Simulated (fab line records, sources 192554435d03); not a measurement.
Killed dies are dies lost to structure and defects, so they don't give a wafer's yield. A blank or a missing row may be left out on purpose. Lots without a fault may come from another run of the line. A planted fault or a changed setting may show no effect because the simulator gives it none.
fab line records | flow n5_finfet | part 2 of 2: steps 24 to 28 of 28
record lots=5 wafers=15 last_day=17
route steps=1938 shown BEOL_M15@1783
lots that met no fault: from a run of the same line without faults
start_h: hours from the record's first day to the start of the lot's first wafer shown | wait_h: hours since the lot's step before | " the same as in the row above | L1.1+2: a row that stands for several wafers | - no value, or no start given | * or withheld: withheld | < > ~ a bound
route shown NAME@n: a module of which the file shows steps, and the number in the route of the first | usual: mean/standard deviation of fault-free wafers | same: alike in all rows | chamber/n: place in a boat | sites: the reading at each site | _std_site: their standard deviation | _edge_site: outer sites' mean less inner sites' | radius_mm: how far each site lies from the wafer's centre | mask NAME#n: copy n | behind: the tool/chamber that last shaped the wafer | hold: why the lot was held/for how many hours/how that ended | device: the transistor (n, p or np) that didn't switch | end of line: the same wafers' tests at the end of the route | a step without rows: its recipe alone | killed: dies lost to structure and defects at the first sort, not the wafer's yield | map: a wafer's dies, x killed, . not, _ none there
set.NAME: the setting as run; set.NAME@STEP: as run at that earlier step | model.NAME: the simulator's own value behind a step, which no gauge read
lots at some steps of the route; a table a step, a row a wafer
services: from which hour (start_h, from the record's first day; less than 0 if before it) a tool's chamber was out of use, for how many hours, and why
## steps
# step N5_BEOL_M15_INSPECT_30
# recipe mode=adi inspect_instrument=macro
# usual raw_defect_count=1.9/1.3
# columns lot.wafer tool chamber start_h wait_h raw_defect_count
L077.1 defect_inspect-02 - 259.23 0.0 0
L077.4 " - " " 1
L077.6 " - " " 2
L084.3 defect_inspect-02 - 304.38 0.0 2
L084.4 " - " " 0
L084.5 " - " " 3
L082.3 defect_inspect-01 - 308.12 0.0 2
L082.4 " - " " 2
L082.5 " - " " 1
L090.1 defect_inspect-02 - 357.46 0.0 4
L090.2 " - " " 2
L090.4 " - " " 1
L097.4 defect_inspect-02 - 387.45 0.0 4
L097.5 " - " " 2
L097.6 " - " " 0
# step N5_BEOL_M15_DESCUM_33
# recipe chemistry=O2 time_s=7.9 source_power_w=50 bias_power_w=20 pressure_mtorr=20 rf_frequency_hz=2.712e+07 temp_c=40 o2_flow_sccm=225
# usual drypump_motor_current_A=5.50/0.26 oes_product_au=0.81/0.088 rf_vpp_V=243.1/1.3 showerhead_plenum_p_Torr=2.09/0.07 throttle_valve_pct=20.39/0.23
# columns lot.wafer tool chamber start_h wait_h drypump_motor_current_A oes_product_au rf_hours_counter_h rf_vpp_V showerhead_plenum_p_Torr throttle_valve_pct
L077.1 rie_diel-01 1 259.27 0.0 5.49 0.94 25 244.2 2.15 20.04
L077.4 " 0 " " 5.43 0.74 - 241.9 2.00 20.61
L077.6 " 3 " " 5.16 0.82 - 244.1 2.12 20.71
L084.3 rie_diel-06 1 304.42 0.0 5.28 0.67 239 241.7 2.06 20.63
L084.4 " 2 " " 5.46 0.70 218 244.4 2.16 20.30
L084.5 " 2 " " 5.45 0.70 - 244.3 2.16 20.30
L082.3 rie_diel-02 2 308.26 0.1 5.85 0.80 118 242.3 2.11 20.07
L082.4 " 0 " " 5.08 0.90 21 244.4 2.15 20.25
L082.5 " 2 " " 5.87 0.80 - 241.9 2.11 20.07
L090.1 rie_diel-06 0 357.50 0.0 5.82 0.90 23 243.4 2.04 20.27
L090.2 " 3 " " 5.89 0.79 121 243.8 2.20 20.19
L090.4 " 1 " " 5.31 1.00 1 243.3 2.06 20.23
L097.4 rie_diel-02 0 387.48 0.0 5.13 0.87 43 242.3 2.14 20.29
L097.5 " 1 " " 5.68 0.77 - 241.8 2.01 20.51
L097.6 " 0 " " 5.12 0.85 - 243.5 2.14 20.28
# step N5_BEOL_M15_ETCH_61
# recipe chemistry=N2/H2 target=BARC target_depth_a=890 overetch_a=267 time_s=67.9 ion_energy_ev=200 pressure_mtorr=30 source_w=840 bias_w=150 n2_flow_sccm=200 h2_flow_sccm=200
# usual drypump_motor_current_A=5.50/0.26 oes_product_au=0.69/0.07 rf_vpp_V=523.7/2.4 showerhead_plenum_p_Torr=2.53/0.08 throttle_valve_pct=17.78/0.22
# columns lot.wafer tool chamber start_h wait_h drypump_motor_current_A oes_product_au rf_hours_counter_h rf_vpp_V showerhead_plenum_p_Torr throttle_valve_pct
L077.1 rie_diel-01 1 259.30 0.0 5.48 0.79 25 525.0 2.60 17.39
L077.4 " 0 " " 5.41 0.63 - 520.7 2.42 17.97
L077.6 " 3 " " 5.17 0.71 - 524.7 2.56 17.92
L084.3 rie_diel-06 1 304.45 0.0 5.33 0.58 239 524.3 2.50 18.05
L084.4 " 2 " " 5.44 0.60 218 524.6 2.63 17.94
L084.5 " 2 " " 5.40 0.60 - 527.0 2.63 17.94
L082.3 rie_diel-02 2 308.30 0.0 5.87 0.68 118 525.0 2.56 17.41
L082.4 " 0 " " 5.13 0.77 21 526.7 2.60 17.69
L082.5 " 2 " " 5.85 0.68 - 524.0 2.56 17.42
L090.1 rie_diel-06 0 357.53 0.0 5.80 0.77 23 521.0 2.50 17.76
L090.2 " 3 " " 5.91 0.68 121 526.0 2.66 17.48
L090.4 " 1 " " 5.31 0.85 1 523.9 2.50 17.63
L097.4 rie_diel-02 0 387.51 0.0 5.11 0.73 43 526.9 2.59 17.73
L097.5 " 1 " " 5.65 0.65 - 520.2 2.45 17.94
L097.6 " 0 " " 5.13 0.73 - 525.1 2.59 17.74
# step N5_BEOL_M15_TRENCH_ETCH_34
# recipe chemistry=C4F8/O2/Ar target=SiO2 target_depth_a=8729.3 he_inner_torr=15 he_outer_torr=30 time_s=199 ion_energy_ev=800 pressure_mtorr=20 source_w=1905 bias_w=2040 Ar_flow_sccm=400 C4F8_flow_sccm=16 O2_flow_sccm=12
# usual drypump_motor_current_A=5.50/0.26 oes_product_au=0.81/0.085 rf_vpp_V=2216/44 showerhead_plenum_p_Torr=3.43/0.11 throttle_valve_pct=30.8/0.3
# columns lot.wafer tool chamber start_h wait_h drypump_motor_current_A oes_product_au rf_hours_counter_h rf_vpp_V showerhead_plenum_p_Torr throttle_valve_pct
L077.1 rie_diel-01 1 259.35 0.0 5.48 0.93 25 2223 3.51 30.4
L077.4 " 0 " " 5.43 0.73 - 2142 3.28 31.0
L077.6 " 3 " " 5.16 0.81 - 2204 3.49 31.2
L084.3 rie_diel-06 1 304.50 0.0 5.29 0.67 240 2248 3.37 30.9
L084.4 " 2 " " 5.43 0.70 218 2152 3.52 30.6
L084.5 " 2 " " 5.39 0.71 - 2153 3.52 30.6
L082.3 rie_diel-02 2 308.35 0.0 5.84 0.80 118 2287 3.44 30.3
L082.4 " 0 " " 5.12 0.90 21 2266 3.50 30.6
L082.5 " 2 " " 5.84 0.80 - 2286 3.44 30.2
L090.1 rie_diel-06 0 357.59 0.0 5.75 0.90 23 2185 3.40 31.1
L090.2 " 3 " " 5.89 0.80 122 2243 3.62 30.8
L090.4 " 1 " " 5.31 1.01 1 2249 3.37 30.7
L097.4 rie_diel-02 0 387.56 0.0 5.12 0.85 43 2265 3.48 30.6
L097.5 " 1 " " 5.67 0.77 - 2247 3.30 30.9
L097.6 " 0 " " 5.12 0.85 - 2264 3.48 30.6
# step N5_BEOL_M15_STRIP_36
# recipe chemistry=O2 power_w=600 temp_c=60 pressure_mtorr=30 rf_frequency_hz=6e+07 bias_power_w=0 overash_fraction=0.3 o2_flow_sccm=225
# usual drypump_motor_current_A=5.49/0.26 oes_product_au=0.80/0.085 rf_vpp_V=3.6/0.9 showerhead_plenum_p_Torr=2.08/0.067 throttle_valve_pct=16.62/0.21
# columns lot.wafer tool chamber start_h wait_h drypump_motor_current_A oes_product_au rf_hours_counter_h rf_vpp_V showerhead_plenum_p_Torr throttle_valve_pct
L077.1 rie_diel-02 3 266.22 6.7 5.31 0.74 181 2.4 2.00 16.79
L077.4 " 1 " " 5.67 0.79 86 3.9 2.03 16.66
L077.6 " 2 " " 5.84 0.81 - 4.5 2.12 16.33
L084.3 rie_diel-02 1 304.99 0.3 5.65 0.77 101 2.7 2.02 16.73
L084.4 " 0 " " 5.10 0.90 19 5.4 2.15 16.46
L084.5 " 0 " " 5.13 0.90 - 2.2 2.15 16.41
L082.3 rie_diel-01 0 312.40 3.9 5.40 0.72 192 2.7 2.00 16.84
L082.4 " 2 " " 5.75 0.93 15 2.9 2.14 16.71
L082.5 " 0 " " 5.41 0.72 - 4.3 2.00 16.85
L090.1 rie_diel-06 2 358.90 1.1 5.42 0.69 237 4.9 2.16 16.65
L090.2 " 0 " " 5.77 0.91 24 4.8 2.04 16.47
L090.4 " 3 " " 5.91 0.79 122 4.2 2.21 16.45
L097.4 rie_diel-06 1 389.31 1.5 5.27 0.96 11 3.7 2.06 16.48
L097.5 " 1 " " 5.30 0.95 - 1.9 2.06 16.42
L097.6 " 2 " " 5.46 0.67 - 3.9 2.15 16.67
## services
# columns tool chamber start_h hours kind
rie_diel-02 0 233.89 - clean
rie_diel-01 2 235.33 5.0 repair
rie_diel-02 1 243.32 8.0 repair
krf_scanner-02 - 259.87 0.8 pm
rie_diel-06 0 260.74 - clean
rie_diel-06 0 260.74 - consumable_replace:focus_ring
rie_diel-06 0 260.74 22.9 scheduled_down
rie_diel-06 0 260.74 22.9 vent_cycle
krf_scanner-01 - 280.15 0.8 pm
krf_scanner-02 - 301.11 4.0 pm
rie_diel-01 1 313.05 21.1 repair
krf_scanner-02 - 315.67 1.3 pm
krf_scanner-02 - 320.67 0.6 repair
rie_diel-06 1 339.35 - clean
rie_diel-06 1 339.35 - consumable_replace:focus_ring
rie_diel-06 1 339.35 14.3 scheduled_down
rie_diel-06 1 339.35 14.3 vent_cycle
rie_diel-06 3 342.18 7.7 repair
krf_scanner-01 - 343.82 1.3 pm
rie_diel-06 0 344.37 5.4 repair
krf_scanner-02 - 369.85 1.0 pm
krf_scanner-02 - 372.59 0.8 repair
krf_scanner-02 - 382.76 0.3 repair
litho_track-05 - 389.06 - consumable_replace:filter
